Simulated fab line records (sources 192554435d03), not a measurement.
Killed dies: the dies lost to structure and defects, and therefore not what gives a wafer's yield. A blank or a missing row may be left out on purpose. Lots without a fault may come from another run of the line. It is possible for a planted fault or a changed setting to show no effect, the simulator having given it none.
fab line records ; flow n5Finfet
[record] lots = 7; wafers = 21
route steps=1938 shown BEOL_M10@1488 BEOL_M11@1575 BEOL_M12@1623 BEOL_M13@1661 BEOL_M15@1808 PASS1_CAP@1874 TV_LITHO@1879
startH: hours from the record's opening day to when the first of the lot's shown wafers began ; waitH: hours elapsed since this lot's preceding step ; " unchanged from the row above ; L1.1+2: one row covering several wafers at once ; - no value present, or no start provided ; * or withheld: withheld ; < > ~ a bound
route shown NAME@n: NAME is a module with steps in the file, n the number in the route of the first one ; usual: mean/standard deviation taken from wafers without a fault ; same: alike in all rows ; chamber/n: place in a boat ; sites: each site's reading ; _std_site: the standard deviation of these ; _edge_site: the outer-site mean with the inner-site mean subtracted ; radiusMm: how far each site lies from the wafer's centre ; mask NAME#n: copy n ; behind: the tool/chamber that last shaped the wafer ; hold: the reason the lot was held/the length of the hold in hours/how it ended ; device: names the non-switching transistor (n, p or np) ; end of line: the same wafers' tests at the end of the route ; a step with no rows: only its recipe ; killed: dies that structure and defects cost at the first sort, which is not the same as the wafer's yield ; map: the dies of a wafer, with x for killed, . for not killed, _ for no die there
set.NAME: the setting the step ran with; set.NAME@STEP: the setting that earlier step ran with ; model.NAME: the simulator's own value behind a step, which no gauge read
lots whose settings were changed on purpose; a table a step, a row a wafer
[[steps]]
[step N5_BEOL_M10_ETCH_62]
[recipe] chemistry = N2/H2; target = SOC; targetDepthA = 1100; overetchA = 220; maskMaterial = SiARC; tempC = 40; timeS = 165; ionEnergyEv = 200; pressureMtorr = 30; sourceW = 840; biasW = 150; n2FlowSccm = 200; h2FlowSccm = 200
lot.wafer;tool;chamber;startH;waitH;set.timeS
L081.2;rieDiel-02;1;246.45;0.0;200.8
L081.3+6;rieDiel-02;3;246.45;0.0;165
L082.2+5;rieDiel-02;0,3;262.25;0.0;191.5
L082.3;rieDiel-02;1;262.25;0.0;165
L088.1+4+5;rieDiel-02;2,3,2;295.36;0.0;165
L087.1+3+5;rieDiel-02;3,1,3;310.27;0.0;165
L089.3;rieDiel-06;2;319.25;0.0;145.3
L089.4+5;rieDiel-06;1,3;319.25;0.0;165
L092.2+5;rieDiel-04;0;320.99;0.0;179.1
L092.6;rieDiel-04;1;320.99;0.0;165
L096.3+4+5;rieDiel-04;2,1,0;353.91;0.0;165
[step N5_BEOL_M10_STRIP_68]
[recipe] chemistry = N2/H2; tempC = 40; n2FlowSccm = 200; h2FlowSccm = 200; rfFrequencyHz = 6e+07
[step N5_BEOL_M10_STRIP_67]
[recipe] chemistry = CF4; resist = SiARC; powerW = 300; biasPowerW = 75; pressureMtorr = 50; cf4FlowSccm = 150; rfFrequencyHz = 6e+07
[step N5_BEOL_M10_HM_OPEN_17]
[recipe] chemistry = Cl2/BCl3; targetDepthA = 200; overetchA = 60; target = TiN; maskMaterial = SOC; ionEnergyEv = 150; pressureMtorr = 10; icpW = 1000; biasW = 126; Cl2_flow_sccm = 53.25; bcl3FlowSccm = 21.75; Ar_flow_sccm = 25
lot.wafer;tool;chamber;startH;waitH;set.timeS@BEOL_M10_ETCH_62;model.etch.depthNm
L081.2;rieMetal-01;0;246.63;0.0;200.8;16.75
L081.3;rieMetal-01;1;246.63;0.0;165;20.06
L081.6;rieMetal-01;0;246.63;0.0;165;20.09
L082.2;rieMetal-03;1;262.44;0.0;191.5;17.66
L082.3;rieMetal-03;1;262.44;0.0;165;20.41
L082.5;rieMetal-03;1;262.44;0.0;191.5;17.42
L088.1;rieMetal-02;1;295.54;0.0;165;19.9
L088.4;rieMetal-02;1;295.54;0.0;165;19.84
L088.5;rieMetal-02;0;295.54;0.0;165;20.06
L087.1;rieMetal-03;1;310.46;0.0;165;20.08
L087.3;rieMetal-03;1;310.46;0.0;165;19.7
L087.5;rieMetal-03;0;310.46;0.0;165;19.77
L089.3;rieMetal-03;1;319.46;0.1;145.3;19.62
L089.4;rieMetal-03;0;319.46;0.1;165;19.74
L089.5;rieMetal-03;1;319.46;0.1;165;19.86
L092.2;rieMetal-01;0;321.18;0.0;179.1;18.36
L092.5;rieMetal-01;0;321.18;0.0;179.1;18.46
L092.6;rieMetal-01;1;321.18;0.0;165;19.96
L096.3;rieMetal-01;1;354.14;0.1;165;19.99
L096.4;rieMetal-01;0;354.14;0.1;165;20
L096.5;rieMetal-01;1;354.14;0.1;165;19.94
[step N5_BEOL_M10_PEB_26]
[recipe] pebTempC = withheld; pebTimeS = 60; resist = CAR-ArF
lot.wafer;tool;chamber;startH;waitH;set.pebTimeS
L081.2+3;lithoTrack-04;0;247.30;0.1;60
L081.6;lithoTrack-04;0;247.30;0.1;69.63
L082.2;lithoTrack-04;0;262.96;0.1;50.9
L082.3+5;lithoTrack-04;0;262.96;0.1;60
L088.1;lithoTrack-04;0;296.72;0.1;60
L088.4+5;lithoTrack-04;0;296.72;0.1;64.27
L087.1+3+5;lithoTrack-01;0;313.00;0.1;60
L089.3+5;lithoTrack-03;0;319.86;0.0;60
L089.4;lithoTrack-03;0;319.86;0.0;64.84
L092.2+5+6;lithoTrack-03;0;323.07;0.1;60
L096.3+4+5;lithoTrack-03;0;354.52;0.0;60
[step N5_BEOL_M10_DEVELOP_27]
[recipe] developTimeS = 30; developer = TMAH; resist = CAR-ArF; rinseLiquid = diw; dry = airSpin; devTempC = 23
[step N5_BEOL_M10_CD_MEAS_28]
[recipe] targetCdNm = 70; landingEnergyEv = 500; detector = seInlens; polarity = opening
[usual] cdNm = 69.9/1.4
lot.wafer;tool;chamber;startH;waitH;set.pebTimeS@BEOL_M10_PEB_26;cdNm
L081.2;cdSem-03;0;247.36;-;60;69.7
L081.3;cdSem-03;0;247.36;-;60;68.6
L081.6;cdSem-03;0;247.36;-;69.63;74.2
L082.2;cdSem-01;0;263.03;-;50.9;64.1
L082.3;cdSem-01;0;263.03;-;60;72.4
L082.5;cdSem-01;0;263.03;-;60;71.4
L088.1;cdSem-03;0;296.79;-;60;69.3
L088.4;cdSem-03;0;296.79;-;64.27;71.4
L088.5;cdSem-03;0;296.79;-;64.27;70.4
L087.1;cdSem-02;0;313.07;-;60;67.2
L087.3;cdSem-02;0;313.07;-;60;70.3
L087.5;cdSem-02;0;313.07;-;60;68.6
L089.3;cdSem-02;0;319.92;-;60;71.7
L089.4;cdSem-02;0;319.92;-;64.84;74.9
L089.5;cdSem-02;0;319.92;-;60;70.3
L092.2;cdSem-01;0;323.13;-;60;69.5
L092.5;cdSem-01;0;323.13;-;60;72.9
L092.6;cdSem-01;0;323.13;-;60;71.1
L096.3;cdSem-03;0;354.58;-;60;70.3
L096.4;cdSem-03;0;354.58;-;60;71.5
L096.5;cdSem-03;0;354.58;-;60;70.0
[step N5_BEOL_M11_VIA_ETCH_34]
[recipe] chemistry = C4F6/O2; target = SiCOH_lowk; targetDepthA = 1845; maskMaterial = SOC; taperDeg = 4; timeS = 69.2; ionEnergyEv = 250; pressureMtorr = 30; sourceW = 345; biasW = 185; Ar_flow_sccm = 300; C4F6_flow_sccm = 10; O2_flow_sccm = 10
lot.wafer;tool;chamber;startH;waitH;set.timeS;model.etch.depthNm;model.SOC_of_BEOL_M11_COAT_63.thkNm
L081.2;rieDiel-03;2;256.41;0.0;69.2;187.2;91.8
L081.3;rieDiel-03;0;256.41;0.0;76.78;205.1;91.4
L081.6;rieDiel-03;0;256.41;0.0;69.2;185.9;91.8
L082.2;rieDiel-01;0;274.63;0.0;69.2;182.1;91.8
L082.3;rieDiel-01;3;274.63;0.0;69.2;178.8;92.8
L082.5;rieDiel-01;0;274.63;0.0;60.26;158.1;93
L088.1;rieDiel-03;0;306.80;0.0;77.15;211.7;91.2
L088.4;rieDiel-03;1;306.80;0.0;77.15;210.2;91.2
L088.5;rieDiel-03;3;306.80;0.0;77.15;216;90.8
L087.1;rieDiel-01;0;319.16;0.0;54.97;143.7;93.4
L087.3;rieDiel-01;2;319.16;0.0;69.2;183.7;92.2
L087.5;rieDiel-01;2;319.16;0.0;69.2;184.3;92.4
L089.3;rieDiel-03;2;327.42;0.0;69.2;187.4;92
L089.4;rieDiel-03;3;327.42;0.0;61.54;172.4;92.4
L089.5;rieDiel-03;3;327.42;0.0;61.54;173.2;92.6
L092.2;rieDiel-03;0;332.53;0.0;56.21;154.6;93
L092.5;rieDiel-03;0;332.53;0.0;69.2;188.9;91.4
L092.6;rieDiel-03;3;332.53;0.0;56.21;156.6;93.2
L096.3;rieDiel-01;1;361.79;0.0;69.2;186.2;92.2
L096.4;rieDiel-01;2;361.79;0.0;69.2;184.8;92.4
L096.5;rieDiel-01;2;361.79;0.0;69.2;184.1;92.6
[step N5_BEOL_M12_COAT_65]
[recipe] resist = SOC; tempC = 250; timeS = 60; spinRpm = 1500; resistThkNm = 300
lot.wafer;tool;chamber;startH;waitH;set.spinRpm;model.SOC_of_BEOL_M12_COAT_65.thkNm
L081.2;lithoTrack-05;0;262.62;0.0;1500;300.2
L081.3+6;lithoTrack-05;0;262.62;0.0;1382;312.6
L082.2;lithoTrack-05;0;278.24;0.0;1668;286
L082.3;lithoTrack-05;0;278.24;0.0;1500;301.4
L082.5;lithoTrack-05;0;278.24;0.0;1668;285
L088.1+4;lithoTrack-03;0;312.04;0.0;1384;312
L088.5;lithoTrack-03;0;312.04;0.0;1500;299.8
L087.1;lithoTrack-05;0;323.67;0.0;1448;305.8
L087.3;lithoTrack-05;0;323.67;0.0;1448;305.2
L087.5;lithoTrack-05;0;323.67;0.0;1500;300
L089.3;lithoTrack-05;0;333.90;0.0;1500;299.2
L089.4;lithoTrack-05;0;333.90;0.0;1500;299.8
L089.5;lithoTrack-05;0;333.90;0.0;1500;300
L092.2;lithoTrack-05;0;336.86;0.0;1575;293
L092.5;lithoTrack-05;0;336.86;0.0;1575;292.2
L092.6;lithoTrack-05;0;336.86;0.0;1500;300
L096.3;lithoTrack-05;0;367.15;0.0;1500;301
L096.4;lithoTrack-05;0;367.15;0.0;1500;300.4
L096.5;lithoTrack-05;0;367.15;0.0;1500;300.2
[step N5_BEOL_M13_COAT_58]
[recipe] resist = BARC; tempC = 205; timeS = 60; spinRpm = 1500; resistThkNm = 89
lot.wafer;tool;chamber;startH;waitH;set.spinRpm;model.BARC_of_BEOL_M13_COAT_58.thkNm
L081.2;lithoTrack-04;0;265.36;0.0;1340;94.6
L081.3;lithoTrack-04;0;265.36;0.0;1340;94.4
L081.6;lithoTrack-04;0;265.36;0.0;1500;89
L082.2;lithoTrack-01;0;282.86;0.0;1500;88.8
L082.3;lithoTrack-01;0;282.86;0.0;1447;90.4
L082.5;lithoTrack-01;0;282.86;0.0;1447;90.6
L088.1;lithoTrack-01;0;315.64;0.0;1500;88.8
L088.4;lithoTrack-01;0;315.64;0.0;1543;87.6
L088.5;lithoTrack-01;0;315.64;0.0;1500;89
L087.1+5;lithoTrack-01;0;330.06;0.0;1579;86.4
L087.3;lithoTrack-01;0;330.06;0.0;1500;88.8
L089.3;lithoTrack-02;0;340.10;0.0;1625;85.6
L089.4;lithoTrack-02;0;340.10;0.0;1625;85.8
L089.5;lithoTrack-02;0;340.10;0.0;1500;89
L092.2;lithoTrack-01;0;340.31;0.0;1449;90
L092.5+6;lithoTrack-01;0;340.31;0.0;1500;88.6
L096.3;lithoTrack-01;0;373.68;0.0;1500;89
L096.4;lithoTrack-01;0;373.68;0.0;1500;89.4
L096.5;lithoTrack-01;0;373.68;0.0;1500;89.2
[step N5_BEOL_M13_COAT_04]
[recipe] spinRpm = 1625; resistThkNm = 400
[step N5_BEOL_M13_EBR_06]
[recipe] solvent = PGMEA; ebrWidthMm = 1.5
[step N5_BEOL_M13_DESCUM_15]
[recipe] chemistry = O2; timeS = 7.9; sourcePowerW = 50; biasPowerW = 20; pressureMtorr = 20; rfFrequencyHz = 2.712e+07; tempC = 40; o2FlowSccm = 225
[step N5_BEOL_M13_ETCH_59]
[recipe] chemistry = N2/H2; target = BARC; targetDepthA = 890; overetchA = 267; timeS = 67.9; ionEnergyEv = 200; pressureMtorr = 30; sourceW = 840; biasW = 150; n2FlowSccm = 200; h2FlowSccm = 200
lot.wafer;tool;chamber;startH;waitH;set.spinRpm@BEOL_M13_COAT_58;model.etch.depthNm
L081.2;rieDiel-03;2;266.07;0.0;1340;94.6
L081.3;rieDiel-03;0;266.07;0.0;1340;94.45
L081.6;rieDiel-03;0;266.07;0.0;1500;88.98
L082.2;rieDiel-05;0;283.38;0.0;1500;88.82
L082.3;rieDiel-05;1;283.38;0.0;1447;90.37
L082.5;rieDiel-05;3;283.38;0.0;1447;90.68
L088.1;rieDiel-01;1;316.26;0.0;1500;88.83
L088.4;rieDiel-01;2;316.26;0.0;1543;87.62
L088.5;rieDiel-01;3;316.26;0.0;1500;89.09
L087.1;rieDiel-01;3;330.90;0.0;1579;86.41
L087.3;rieDiel-01;2;330.90;0.0;1500;88.83
L087.5;rieDiel-01;3;330.90;0.0;1579;86.42
L089.3;rieDiel-01;3;340.61;0.0;1625;85.65
L089.4;rieDiel-01;2;340.61;0.0;1625;85.71
L089.5;rieDiel-01;3;340.61;0.0;1500;89.03
L092.2;rieDiel-03;3;340.95;0.0;1449;90
L092.5;rieDiel-03;0;340.95;0.0;1500;88.64
L092.6;rieDiel-03;3;340.95;0.0;1500;88.53
L096.3;rieDiel-01;1;374.20;0.0;1500;89.05
L096.4;rieDiel-01;3;374.20;0.0;1500;89.32
L096.5;rieDiel-01;3;374.20;0.0;1500;89.23
[step N5_BEOL_M13_VIA_ETCH_16]
[recipe] chemistry = C4F8/O2/Ar; target = SiOC; pressureMtorr = 30; sourceW = 3000; biasW = 700; Ar_flow_sccm = 400; C4F8_flow_sccm = 15; O2_flow_sccm = 8; heInnerTorr = 15; heOuterTorr = 30; targetDepthA = 9217; timeS = withheld; ionEnergyEv = 250; ends = cleared
[step N5_BEOL_M13_STRIP_63]
[recipe] chemistry = N2/H2; powerW = 1000; tempC = 250; h2Frac = 0.65; overashFraction = 0.3; pressureMtorr = 1000; n2FlowSccm = 1750; h2FlowSccm = 3250
[step N5_BEOL_M13_STRIP_64]
[recipe] chemistry = N2/H2; powerW = 1000; tempC = 250; h2Frac = 0.65; overashFraction = 0.3; pressureMtorr = withheld; n2FlowSccm = 1750; h2FlowSccm = 3250
[usual] stripTimeToEndpointS = 31.33/0.065
lot.wafer;tool;chamber;startH;waitH;set.spinRpm@BEOL_M13_COAT_58;stripTimeToEndpointS
L081.2;plasmaAsher-02;0;266.42;0.0;1340;32.90
L081.3;plasmaAsher-02;1;266.42;0.0;1340;32.86
L081.6;plasmaAsher-02;1;266.42;0.0;1500;31.29
L082.2;plasmaAsher-01;1;283.73;0.0;1500;31.27
L082.3;plasmaAsher-01;0;283.73;0.0;1447;31.71
L082.5;plasmaAsher-01;1;283.73;0.0;1447;31.79
L088.1;plasmaAsher-01;1;316.61;0.0;1500;31.26
L088.4;plasmaAsher-01;0;316.61;0.0;1543;30.90
L088.5;plasmaAsher-01;0;316.61;0.0;1500;31.34
L087.1;plasmaAsher-01;1;331.43;0.0;1579;30.55
L087.3;plasmaAsher-01;1;331.43;0.0;1500;31.26
L087.5;plasmaAsher-01;0;331.43;0.0;1579;30.56
L089.3;plasmaAsher-02;1;340.97;0.0;1625;30.35
L089.4;plasmaAsher-02;0;340.97;0.0;1625;30.37
L089.5;plasmaAsher-02;0;340.97;0.0;1500;31.34
L092.2;plasmaAsher-02;1;341.42;0.0;1449;31.59
L092.5;plasmaAsher-02;0;341.42;0.0;1500;31.23
L092.6;plasmaAsher-02;1;341.42;0.0;1500;31.17
L096.3;plasmaAsher-02;1;374.56;0.0;1500;31.33
L096.4;plasmaAsher-02;0;374.56;0.0;1500;31.40
L096.5;plasmaAsher-02;0;374.56;0.0;1500;31.38
[step N5_BEOL_M15_ETCH_61]
[recipe] chemistry = N2/H2; target = BARC; targetDepthA = 890; overetchA = 267; timeS = 67.9; ionEnergyEv = 200; pressureMtorr = 30; sourceW = 840; biasW = 150; n2FlowSccm = 200; h2FlowSccm = 200
lot.wafer;tool;chamber;startH;waitH;set.timeS;model.coat_of_BEOL_M15_COAT_22.thkNm
L081.2;rieDiel-01;0;279.02;0.0;67.9;716
L081.3;rieDiel-01;1;279.02;0.0;80.66;697.6
L081.6;rieDiel-01;3;279.02;0.0;80.66;701.2
L082.2;rieDiel-05;2;295.73;0.0;67.9;715.4
L082.3;rieDiel-05;3;295.73;0.0;67.9;709.8
L082.5;rieDiel-05;2;295.73;0.0;67.9;716.2
L088.1;rieDiel-03;3;327.71;0.0;67.9;714
L088.4;rieDiel-03;2;327.71;0.0;67.9;716.2
L088.5;rieDiel-03;3;327.71;0.0;67.9;715.2
L087.1;rieDiel-05;2;341.80;0.0;67.9;722.6
L087.3;rieDiel-05;3;341.80;0.0;67.9;715.4
L087.5;rieDiel-05;0;341.80;0.0;77.1;707.8
L089.3;rieDiel-01;2;357.41;0.0;67.9;718.4
L089.4;rieDiel-01;1;357.41;0.0;67.9;715.4
L089.5;rieDiel-01;3;357.41;0.0;67.9;722.2
L092.2;rieDiel-03;2;357.87;0.0;67.9;718.8
L092.5;rieDiel-03;1;357.87;0.0;67.9;721.6
L092.6;rieDiel-03;0;357.87;0.0;57.48;729.8
L096.3;rieDiel-03;0;390.23;0.0;67.9;716.8
L096.4;rieDiel-03;1;390.23;0.0;67.9;722
L096.5;rieDiel-03;2;390.23;0.0;67.9;718
[step N5_PASSIVATION_PECVD_01]
[recipe] material = SiNx; targetThkA = 2000; tempC = 400; precursor = SiH4/NH3/N2; pressureTorr = 4.9; rfW = 1406; timeS = 43.2
lot.wafer;tool;chamber;startH;waitH;set.timeS;model.SiNx_of_PASSIVATION_PECVD_01.thkNm
L081.2;pecvd-03;2;293.96;0.0;43.2;196.8
L081.3;pecvd-03;0;293.96;0.0;43.2;197.8
L081.6;pecvd-03;0;293.96;0.0;43.2;199.6
L082.2;pecvd-01;0;304.15;0.0;46.12;213.6
L082.3;pecvd-01;1;304.15;0.0;43.2;202.4
L082.5;pecvd-01;2;304.15;0.0;46.12;216
L088.1;pecvd-01;0;340.10;0.0;40.11;187.2
L088.4;pecvd-01;0;340.10;0.0;43.2;205
L088.5;pecvd-01;0;340.10;0.0;40.11;187.8
L087.1;pecvd-02;0;352.52;0.0;43.2;198.2
L087.3;pecvd-02;1;352.52;0.0;43.2;200
L087.5;pecvd-02;0;352.52;0.0;44.83;206.2
L089.3;pecvd-01;2;364.74;0.0;46.89;211
L089.4;pecvd-01;1;364.74;0.0;46.89;221.4
L089.5;pecvd-01;2;364.74;0.0;46.89;215.8
L092.2;pecvd-03;2;367.84;0.0;39.98;184.6
L092.5;pecvd-03;2;367.84;0.0;43.2;203.8
L092.6;pecvd-03;0;367.84;0.0;39.98;193.4
L096.3;pecvd-03;1;400.36;0.0;43.2;199.4
L096.4;pecvd-03;2;400.36;0.0;43.2;202.8
L096.5;pecvd-03;1;400.36;0.0;43.2;200.4
[step N5_PASSIVATION_EXPOSE_07]
[recipe] maskId = TV; na = 0.55; sourceShape = conventional; sigmaOuter = 0.8; polarization = unpolarized; defocusNm = 0; targetCdNm = 3000; doseMj = 22.75
lot.wafer;tool;chamber;startH;waitH;mask;set.doseMj
L081.2+3;krfScanner-02;0;294.26;-;TV#0;23.87
L081.6;krfScanner-02;0;294.26;-;TV#0;22.75
L082.2+3;krfScanner-02;0;304.48;-;TV#0;23.68
L082.5;krfScanner-02;0;304.48;-;TV#0;22.75
L088.1+4+5;krfScanner-01;0;343.67;-;TV#0;22.75
L087.1+3+5;krfScanner-02;0;352.71;-;TV#0;23.45
L089.3+5;krfScanner-01;0;369.51;-;TV#0;24.16
L089.4;krfScanner-01;0;369.51;-;TV#0;22.75
L092.2+6;krfScanner-01;0;369.67;-;TV#0;23.39
L092.5;krfScanner-01;0;369.67;-;TV#0;22.75
L096.3+4+5;krfScanner-02;0;400.56;-;TV#0;22.75
[step N5_PASSIVATION_PEB_08]
[recipe] pebTempC = withheld; pebTimeS = *
[step N5_PASSIVATION_DEVELOP_09]
[recipe] developTimeS = 60; rinseLiquid = diw; dry = airSpin; devTempC = 21
[step N5_PASSIVATION_HARDBAKE_11]
[recipe] tempC = 130; timeS = 120
[step N5_PASSIVATION_CD_MEAS_10]
[recipe] targetCdNm = 3000; landingEnergyEv = 500; detector = seInlens
[usual] cdNm = 3000/3.6
lot.wafer;tool;chamber;startH;waitH;set.doseMj@PASSIVATION_EXPOSE_07;cdNm
L081.2;cdSem-02;0;294.44;-;23.87;3010
L081.3;cdSem-02;0;294.44;-;23.87;3012
L081.6;cdSem-02;0;294.44;-;22.75;2997
L082.2;cdSem-01;0;304.65;-;23.68;3008
L082.3;cdSem-01;0;304.65;-;23.68;3005
L082.5;cdSem-01;0;304.65;-;22.75;2996
L088.1;cdSem-03;0;343.84;-;22.75;2999
L088.4;cdSem-03;0;343.84;-;22.75;2999
L088.5;cdSem-03;0;343.84;-;22.75;2998
L087.1;cdSem-02;0;352.88;-;23.45;3009
L087.3;cdSem-02;0;352.88;-;23.45;3007
L087.5;cdSem-02;0;352.88;-;23.45;3006
L089.3;cdSem-02;0;369.67;-;24.16;3007
L089.4;cdSem-02;0;369.67;-;22.75;3000
L089.5;cdSem-02;0;369.67;-;24.16;3011
L092.2;cdSem-03;0;369.85;-;23.39;3006
L092.5;cdSem-03;0;369.85;-;22.75;2998
L092.6;cdSem-03;0;369.85;-;23.39;3005
L096.3;cdSem-01;0;400.73;-;22.75;3006
L096.4;cdSem-01;0;400.73;-;22.75;3004
L096.5;cdSem-01;0;400.73;-;22.75;3004
[[key]]
[split] step = N5_BEOL_M10_ETCH_62; setting = timeS; stated = 165; by = wafer
[response] step = N5_BEOL_M10_HM_OPEN_17; reading = model.etch.depthNm; shape = bent; atLowest = 19.62; atStated = 19.96; atHighest = 16.75
[split] step = N5_BEOL_M10_PEB_26; setting = pebTimeS; stated = 60; by = wafer
[response] step = N5_BEOL_M10_CD_MEAS_28; reading = cdNm; change = +0.402; per = 1%; r = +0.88
[split] step = N5_BEOL_M11_VIA_ETCH_34; setting = timeS; stated = 69.2; by = wafer
[response] step = N5_BEOL_M11_VIA_ETCH_34; reading = model.etch.depthNm; change = +1.78; per = 1%; r = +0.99
[response] step = N5_BEOL_M11_VIA_ETCH_34; reading = model.SOC_of_BEOL_M11_COAT_63.thkNm; change = -0.062; per = 1%; r = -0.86
[split] step = N5_BEOL_M12_COAT_65; setting = spinRpm; stated = 1500; by = wafer
[response] step = N5_BEOL_M12_COAT_65; reading = model.SOC_of_BEOL_M12_COAT_65.thkNm; change = -1.5; per = 1%; r = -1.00
[split] step = N5_BEOL_M13_COAT_58; setting = spinRpm; stated = 1500; by = wafer
[response] step = N5_BEOL_M13_COAT_58; reading = model.BARC_of_BEOL_M13_COAT_58.thkNm; change = -0.466; per = 1%; r = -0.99
[response] step = N5_BEOL_M13_ETCH_59; reading = model.etch.depthNm; change = -0.471; per = 1%; r = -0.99
[response] step = N5_BEOL_M13_STRIP_64; reading = stripTimeToEndpointS; change = *; per = 1%; r = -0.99
[split] step = N5_BEOL_M15_ETCH_61; setting = timeS; stated = 67.9; by = wafer
[response] step = N5_BEOL_M15_ETCH_61; reading = model.coat_of_BEOL_M15_COAT_22.thkNm; change = -0.791; per = 1%; r = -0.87
[split] step = N5_PASSIVATION_PECVD_01; setting = timeS; stated = 43.2; by = wafer
[response] step = N5_PASSIVATION_PECVD_01; reading = model.SiNx_of_PASSIVATION_PECVD_01.thkNm; change = +2.08; per = 1%; r = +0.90
[split] step = N5_PASSIVATION_EXPOSE_07; setting = doseMj; stated = 22.75; by = wafer
[response] step = N5_PASSIVATION_CD_MEAS_10; reading = cdNm; change = +2.15; per = 1%; r = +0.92
